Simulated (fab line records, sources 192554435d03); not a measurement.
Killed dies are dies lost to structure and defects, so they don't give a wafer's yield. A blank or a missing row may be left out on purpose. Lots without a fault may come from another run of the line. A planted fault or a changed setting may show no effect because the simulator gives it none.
One fault seen from 2 desks | flow n5_finfet | each desk has only its own numbers; what lay behind them comes last

THE METROLOGY DESK
What the gauges read, lot by lot, whatever tool the lot ran on: means of the sampled wafers that have a number. A lot is out of limits, marked OUT, if its mean lies more than 4 standard deviations from the usual mean; the brackets give that distance. Of its 12 readings 7 are shown: the one that was out of limits first, and those that lie furthest out on some lot.
Columns: A = M1_OVL at N5_BEOL_M1_OVL_MEAS_12, usual 0.0 nm; B = DIBL_N at N5_BEOL_M4_RC_MEAS_101, usual 36.3 mV/V; C = IOFF_N at N5_BEOL_M4_RC_MEAS_101, usual 0.164 nA/um; D = IOFF_P at N5_BEOL_M4_RC_MEAS_101, usual 0.214 nA/um; E = ION_P at N5_BEOL_M4_RC_MEAS_101, usual 461 uA/um; F = SS_P at N5_BEOL_M4_RC_MEAS_101, usual 73.3 mV/dec; G = VT_P at N5_BEOL_M4_RC_MEAS_101, usual -250.0 mV
lot  | first seen here | A             | B    | C     | D     | E   | F    | G
L522 | day 6 13:05     | -0.1          | 36.7 | 0.160 | 0.213 | 462 | 73.0 | -249.3
L523 | day 6 19:58     | -0.6          | 34.9 | 0.142 | 0.183 | 455 | 72.9 | -254.1
L526 | day 7 02:39     | -0.4          | 37.1 | 0.175 | 0.258 | 473 | 73.8 | -244.4
L528 | day 8 07:41     | 0.8           | 35.5 | 0.158 | 0.214 | 460 | 73.1 | -248.8
L532 | day 9 04:40     | 0.1           | 37.1 | 0.180 | 0.236 | 462 | 74.2 | -249.2
L533 | day 9 10:31     | -0.5          | 37.1 | 0.158 | 0.195 | 453 | 73.3 | -251.0
L536 | day 10 01:19    | 7.6 (+13) OUT | 35.8 | 0.147 | 0.212 | 466 | 73.3 | -247.1
L539 | day 10 21:14    | 7.6 (+13) OUT | 33.6 | 0.132 | 0.180 | 456 | 72.7 | -252.0
L542 | day 11 11:18    | -0.9          | 36.8 | 0.179 | 0.240 | 462 | 73.6 | -248.6
This desk's finding: out of limits on L536, L539; first on L536, day 10 02:47 (M1_OVL at N5_BEOL_M1_OVL_MEAS_12). In limits: L522, L523, L526, L528, L532, L533, L542.

THE TOOL OWNER'S DESK: euv_scanner-02
The tool's own readings at N5_BEOL_M1_EXPOSE_08 (exposes mask M1): means of the sampled wafers that have a number, for each lot that ran on this tool. A lot is out of limits, marked OUT, if its mean lies more than 4 standard deviations from the usual mean; the brackets give that distance.
Columns: A = focus_offset_nm at N5_BEOL_M1_EXPOSE_08, usual 0.0 nm
lot  | first seen here | A
L523 | day 6 22:25     | 0.3
L526 | day 7 06:01     | -0.2
L528 | day 8 08:49     | -0.3
L536 | day 10 02:38    | -0.1
L539 | day 10 21:58    | -0.4
This desk's finding: nothing out of limits on any of the 5 lots.

PUT TOGETHER
The metrology desk could have raised an alarm at day 10 02:47, on L536, L539.
The tool owner's desk saw nothing out of limits.
The tool owner's desk has L536, L539 on record, within its limits.
Of the lots named, all ran N5_BEOL_M1_EXPOSE_08 on euv_scanner-02.

WHAT THE SIMULATOR HAD PUT IN
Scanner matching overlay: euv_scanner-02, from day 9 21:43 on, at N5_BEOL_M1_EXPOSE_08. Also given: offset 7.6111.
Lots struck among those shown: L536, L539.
Hours from the fault's start to each desk's first reading out of limits: the metrology desk, 5.
